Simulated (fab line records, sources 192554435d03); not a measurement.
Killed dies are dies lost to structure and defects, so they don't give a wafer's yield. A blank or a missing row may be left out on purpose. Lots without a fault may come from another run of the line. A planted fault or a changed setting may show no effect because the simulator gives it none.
Chamber matching | flow n5_finfet | N5_MOL_CONTACT_COAG_ALD_133 on ald_sin-04: 4 sister chambers
The step deposits SiO2, target thk 5 nm, pulse time 1 s, co reactant pulse time 1 s. 18 wafers are shown with their chamber, then 9 later ones without.

WAFERS WITH THEIR CHAMBER
wafer  | chamber | heater_power_w (W) | precursor_pulse_height_rel
L075.2 | 2       | 88                 | 0.976
L075.3 | 0       | 85                 | 1.023
L075.5 | 2       | 89                 | 1.028
L077.3 | 2       | 89                 | 0.993
L077.5 | 1       | 83                 | 1.002
L077.6 | 0       | 84                 | 0.988
L078.1 | 2       | 88                 | 1.029
L078.5 | 0       | 84                 | 1.022
L078.6 | 1       | 80                 | 1.002
L079.4 | 3       | 91                 | 1.011
L079.5 | 2       | 87                 | 1.002
L079.6 | 1       | 80                 | 1.002
L083.1 | 0       | 85                 | 0.986
L083.3 | 3       | 90                 | 1.014
L083.5 | 1       | 82                 | 1.011
L084.4 | 2       | 87                 | 0.957
L084.5 | 0       | 83                 | 0.979
L084.6 | 3       | 90                 | 0.999

SIGNATURES (means of the wafers above)
reading                    | chamber 0 | chamber 1 | chamber 2 | chamber 3 | scatter within a chamber
heater_power_w             | 84.20     | 81.25     | 88.00     | 90.33     | 1.01
precursor_pulse_height_rel | 0.99960   | 1.00425   | 0.99750   | 1.00800   | 0.0208
Rule: a wafer's distance from a chamber is the root of the sum, over the readings, of the square of ((its reading less the chamber's mean) divided by the reading's scatter). The wafer belongs to the nearest chamber; if the next one is less than 2 further off, it can't be placed. The scatter: the root of (the sum of the squares of (reading less its chamber's mean) over the shown wafers, divided by (wafers less chambers)).

WAFERS WITHOUT THEIR CHAMBER
wafer  | heater_power_w (W) | precursor_pulse_height_rel
L091.1 | 86                 | 0.992
L091.2 | 82                 | 1.017
L091.3 | 90                 | 0.986
L091.4 | 89                 | 0.980
L091.5 | 82                 | 1.004
L091.6 | 84                 | 0.971
L093.2 | 80                 | 1.014
L093.3 | 90                 | 1.001
L093.4 | 86                 | 0.979

WHICH CHAMBER EACH WENT THROUGH
wafer  | from the rows above     | in truth
L091.1 | can't be placed: 0 or 2 | 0
L091.2 | can't be placed: 1 or 0 | 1
L091.3 | can't be placed: 3 or 2 | 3
L091.4 | can't be placed: 2 or 3 | 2
L091.5 | can't be placed: 1 or 0 | 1
L091.6 | can't be placed: 0 or 1 | 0
L093.2 | 1                       | 1
L093.3 | can't be placed: 3 or 2 | 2
L093.4 | can't be placed: 0 or 2 | 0
Placed correctly: 1 of 9. Can't be placed from these rows: 8 (the true chamber is among the candidates in 8). Placed wrongly: 0.
